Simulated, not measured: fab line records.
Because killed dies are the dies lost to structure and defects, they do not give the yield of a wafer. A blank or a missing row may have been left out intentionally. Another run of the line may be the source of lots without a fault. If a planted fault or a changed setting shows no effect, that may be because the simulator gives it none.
Which of the tools did it? ; flow nand-harc ; 7 lots with 21 wafers sampled at 5 steps, on a route of 1302 steps

WHAT THE GAUGES SHOWED, per wafer
NHARC_END_SORT_01.
lot;measured;on;killed-at-other
L779;day 25 00:15;prober-02;0 0 3
L786;day 28 02:21;prober-01;1 0 1
L790;day 29 03:43;prober-01;1 1 2
L793;day 29 22:45;prober-01;4
L797;day 32 08:07;prober-01;0 0 0

WHAT TOOL EACH LOT RAN ON (gives the tool, then ch and the chambers of the sampled wafers, and finally the start)
lot;NHARC_A_M1_PRE_CLEAN_30;NHARC_A_M1_ECD_22;NHARC_A_M1_ANNEAL_31;NHARC_A_M1_CMP_23
L779;pvd-sputter-01, day 23 11:32 or earlier;ecd-cu-02 ch 0,1, day 23 11:32;rtp-anneal-02 ch 0, day 23 11:58;cmp-02 ch 0,1,2, day 23 12:19
L785;pvd-sputter-03, day 25 13:25 or earlier;ecd-cu-02 ch 0,1, day 25 13:25;rtp-anneal-02 ch 0, day 25 13:47;cmp-04 ch 0,1,2, day 25 14:05
L786;pvd-sputter-02, day 26 13:37 or earlier;ecd-cu-01 ch 0,1, day 26 13:37;rtp-anneal-02 ch 0, day 26 14:00;cmp-03 ch 1,2,3, day 26 14:21
L790;pvd-sputter-03, day 27 18:20 or earlier;ecd-cu-02 ch 0,1, day 27 18:20;rtp-anneal-01 ch 0, day 27 18:43;cmp-02 ch 1,2, day 27 18:54
L793;pvd-sputter-03, day 28 14:17 or earlier;ecd-cu-02 ch 0,1, day 28 14:17;rtp-anneal-02 ch 0, day 28 14:37;cmp-02 ch 0,1,3, day 28 14:59
L797;pvd-sputter-02, day 30 17:23 or earlier;ecd-cu-01 ch 1, day 30 17:23;rtp-anneal-01 ch 0, day 30 17:43;cmp-02 ch 1,3, day 30 18:04
L801;pvd-sputter-02, day 31 23:47 or earlier;ecd-cu-01 ch 0,1, day 31 23:47;rtp-anneal-01 ch 0, day 32 00:30;cmp-03 ch 0,1,2, day 32 00:47
- NHARC_A_M1_PRE_CLEAN_30: time 30 s.
- NHARC_A_M1_ECD_22: material Cu, target thk 400 nm.
- NHARC_A_M1_ANNEAL_31: time 90 s.
- NHARC_A_M1_CMP_23: polishes, t overpolish 20 s, target thk 154.34 nm.

THE ANSWER, worked out from the rows above alone
Rule: what is usual is taken from the lots themselves. The widest of any qualifying gaps counts: lots, ordered by their means at a reading, are off when they make up no more than a third of the lots, leave a main group of 4 or more, and stand apart from it by 3 or more times the standard deviation of that group's means. If all means in a main group match to the digits the tables above print for the reading, that group is not used. A lot without any number at a reading at which 4 lots or more have one is off too. All remaining lots with rows at the step are treated as sound.
Off: L793 (NHARC_END_SORT_01, killed-at-other). The main group has a mean of 0.8 with a standard deviation of 0.49. Neither off nor sound, because the step has no rows for them: L785, L801.
A tool fits if, at a process step before that reading, it ran every lot that is off, and no sound lot after the first of them. Those tools and the gauges at NHARC_END_SORT_01 are tried in the same way. Because NHARC_A_M1_PRE_CLEAN_30 lacks a start for some lots, the hours and order of its lots are taken from NHARC_A_M1_ECD_22. Can't be told from this: 3 tools fit, pvd-sputter-03 at NHARC_A_M1_PRE_CLEAN_30, ecd-cu-02 at NHARC_A_M1_ECD_22, rtp-anneal-02 at NHARC_A_M1_ANNEAL_31.

WHAT THE SIMULATOR HAD PUT IN
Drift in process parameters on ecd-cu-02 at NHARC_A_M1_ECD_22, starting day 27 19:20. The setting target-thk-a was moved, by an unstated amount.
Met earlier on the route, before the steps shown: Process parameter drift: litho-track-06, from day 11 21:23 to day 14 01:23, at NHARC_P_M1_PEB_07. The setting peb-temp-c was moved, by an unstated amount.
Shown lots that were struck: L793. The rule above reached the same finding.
